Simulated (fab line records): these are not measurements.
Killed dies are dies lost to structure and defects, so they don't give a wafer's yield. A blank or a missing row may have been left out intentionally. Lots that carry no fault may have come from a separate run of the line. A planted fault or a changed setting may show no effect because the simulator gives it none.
Matching of chambers + flow nandHarc + NHARC_P_BONDPAD_CMP_32 on cmp-04: 4 sister chambers
The step polishes SiCN, target thk 200 nm. 7 wafers are shown with their chamber, then 10 later ones without.

== WAFERS WITH THEIR CHAMBER ==
| wafer  | chamber | motorCurrentA (A) |
|--------|---------|-------------------|
| L083.6 | 2       | 11.2              |
| L084.5 | 1       | 12.4              |
| L085.3 | 0       | 12.8              |
| L085.4 | 3       | 12.5              |
| L085.6 | 0       | 12.8              |
| L086.2 | 1       | 12.9              |
| L086.4 | 3       | 11.7              |

== WAFERS WITHOUT THEIR CHAMBER ==
| wafer  | motorCurrentA (A) |
|--------|-------------------|
| L086.5 | 12.0              |
| L088.2 | 12.6              |
| L088.4 | 11.9              |
| L088.5 | 11.7              |
| L090.2 | 13.5              |
| L090.4 | 13.2              |
| L090.6 | 12.0              |
| L096.1 | 13.5              |
| L096.3 | 12.4              |
| L096.5 | 12.4              |

== WHICH CHAMBER EACH WENT THROUGH ==
| wafer  | from the rows above               | in truth |
|--------|-----------------------------------|----------|
| L086.5 | can't be placed: 3 or 1 or 0 or 2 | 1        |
| L088.2 | can't be placed: 1 or 0 or 3      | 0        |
| L088.4 | can't be placed: 3 or 2 or 1 or 0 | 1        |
| L088.5 | can't be placed: 3 or 2 or 1 or 0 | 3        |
| L090.2 | can't be placed: 0 or 1 or 3      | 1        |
| L090.4 | can't be placed: 0 or 1 or 3      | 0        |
| L090.6 | can't be placed: 3 or 1 or 0 or 2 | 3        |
| L096.1 | can't be placed: 0 or 1 or 3      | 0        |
| L096.3 | can't be placed: 1 or 3 or 0      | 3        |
| L096.5 | can't be placed: 1 or 3 or 0      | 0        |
Correctly placed: 0 of 10. Unplaceable from these rows: 10, with the true chamber sitting among the candidates in 10. Number placed wrongly: 0.
How it was worked out, from the rows above alone: a wafer's distance from a chamber is the root of the sum, over the readings, of the square of ((its reading less the chamber's mean) divided by the reading's scatter). If the next closest chamber is less than 2 further off than the closest, the wafer can't be placed; otherwise it belongs to the closest. For every chamber, the mean is computed from those of its wafers that are shown. The scatter is the square root of a quotient: the sum, over the shown wafers, of each reading's squared deviation from its chamber's mean, divided by wafers minus chambers.
